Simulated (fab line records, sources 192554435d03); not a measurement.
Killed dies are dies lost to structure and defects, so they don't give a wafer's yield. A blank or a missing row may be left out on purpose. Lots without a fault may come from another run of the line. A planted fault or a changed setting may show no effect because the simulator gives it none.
Which tool did it? | flow n5_finfet | 10 lots, 30 wafers sampled, at 5 steps of a route of 1938

WHAT THE GAUGES READ, wafer by wafer
N5_BEOL_M2_THK_MEAS_01.
lot  | measured     | on            | M2_ILD_THK (nm)
L939 | day 7 17:12  | film_metro-01 | 79.5 79.1 78.7
L940 | day 7 20:36  | film_metro-02 | 161.7 160.5 160.3
L941 | day 7 21:37  | film_metro-02 | 78.2 79.5 79.9
L945 | day 8 22:38  | film_metro-01 | 156.4 160.9 160.7
L947 | day 9 09:05  | film_metro-02 | 80.7 79.4 80.0
L949 | day 9 19:22  | film_metro-01 | 78.3 79.7 79.5
L950 | day 10 00:55 | film_metro-02 | 77.6 78.9 78.9
L953 | day 10 22:07 | film_metro-02 | 79.6 81.2 80.6
L957 | day 12 01:50 | film_metro-02 | 78.4 79.5 79.4
L959 | day 12 12:28 | film_metro-02 | 77.8 77.8 79.3

WHICH TOOL RAN EACH LOT (tool, then ch and the chambers of the sampled wafers, then the start)
lot  | N5_BEOL_M1_SPUTTER_86        | N5_BEOL_M1_ANNEAL_95         | N5_BEOL_M1_SPUTTER_96        | N5_BEOL_M2_ILD_DEP_00
L939 | pvd_sputter-02, day 7 12:17  | pvd_sputter-02, day 7 13:16  | pvd_sputter-02, day 7 13:23  | pecvd-01 ch 0,1,2, day 7 17:09
L940 | pvd_sputter-02, day 7 16:59  | pvd_sputter-02, day 7 17:58  | pvd_sputter-02, day 7 18:05  | pecvd-04 ch 0,1,2, day 7 20:19
L941 | pvd_sputter-02, day 7 19:04  | pvd_sputter-02, day 7 20:01  | pvd_sputter-02, day 7 20:10  | pecvd-04 ch 1,2, day 7 21:32
L945 | pvd_sputter-03, day 8 20:06  | pvd_sputter-03, day 8 21:04  | pvd_sputter-03, day 8 21:12  | pecvd-01 ch 0,1, day 8 22:20
L947 | pvd_sputter-02, day 9 06:49  | pvd_sputter-02, day 9 07:46  | pvd_sputter-02, day 9 07:55  | pecvd-04 ch 0,1,2, day 9 09:01
L949 | pvd_sputter-02, day 9 17:02  | pvd_sputter-02, day 9 17:59  | pvd_sputter-02, day 9 18:08  | pecvd-02 ch 0, day 9 19:17
L950 | pvd_sputter-03, day 9 22:35  | pvd_sputter-03, day 9 23:33  | pvd_sputter-03, day 9 23:41  | pecvd-02 ch 0, day 10 00:50
L953 | pvd_sputter-03, day 10 19:45 | pvd_sputter-03, day 10 20:43 | pvd_sputter-03, day 10 20:51 | pecvd-04 ch 0,2, day 10 22:03
L957 | pvd_sputter-03, day 11 23:34 | pvd_sputter-03, day 12 00:31 | pvd_sputter-03, day 12 00:40 | pecvd-01 ch 0,2, day 12 01:46
L959 | pvd_sputter-03, day 12 10:11 | pvd_sputter-03, day 12 11:09 | pvd_sputter-03, day 12 11:17 | pecvd-02 ch 0,1,2, day 12 12:24
- N5_BEOL_M1_SPUTTER_86: material Cu, target thk 4.5 nm, time 8.29 s.
- N5_BEOL_M1_ANNEAL_95: time 240 s.
- N5_BEOL_M1_SPUTTER_96: material Cu, target thk 4.5 nm, time 8.29 s.
- N5_BEOL_M2_ILD_DEP_00: deposits SiOC from DEMS/O2, target thk 79 nm, time 15.3 s.

THE ANSWER, worked out from the rows above alone
Rule: what is usual is taken from the lots themselves. Put in order of their means at a reading, lots are off if they are a third of the lots or fewer, leave a main group of 4 or more, and stand apart from it by a gap of 3 or more times the standard deviation of the main group's means; of several such gaps the widest counts. A main group whose means are all the same, to the digits that the tables above print for the reading, isn't used. A lot without any number at a reading at which 4 lots or more have one is off too. The other lots that the step has rows for count as sound.
Off: L940, L945, at N5_BEOL_M2_THK_MEAS_01 (M2_ILD_THK). The main group: mean 79.2 nm, standard deviation 0.68.
A tool fits if, at a process step before that reading, it ran every lot that is off, and no sound lot after the first of them. The gauges at N5_BEOL_M2_THK_MEAS_01 are tried like those tools. None of those tried fits.

WHAT THE SIMULATOR HAD PUT IN
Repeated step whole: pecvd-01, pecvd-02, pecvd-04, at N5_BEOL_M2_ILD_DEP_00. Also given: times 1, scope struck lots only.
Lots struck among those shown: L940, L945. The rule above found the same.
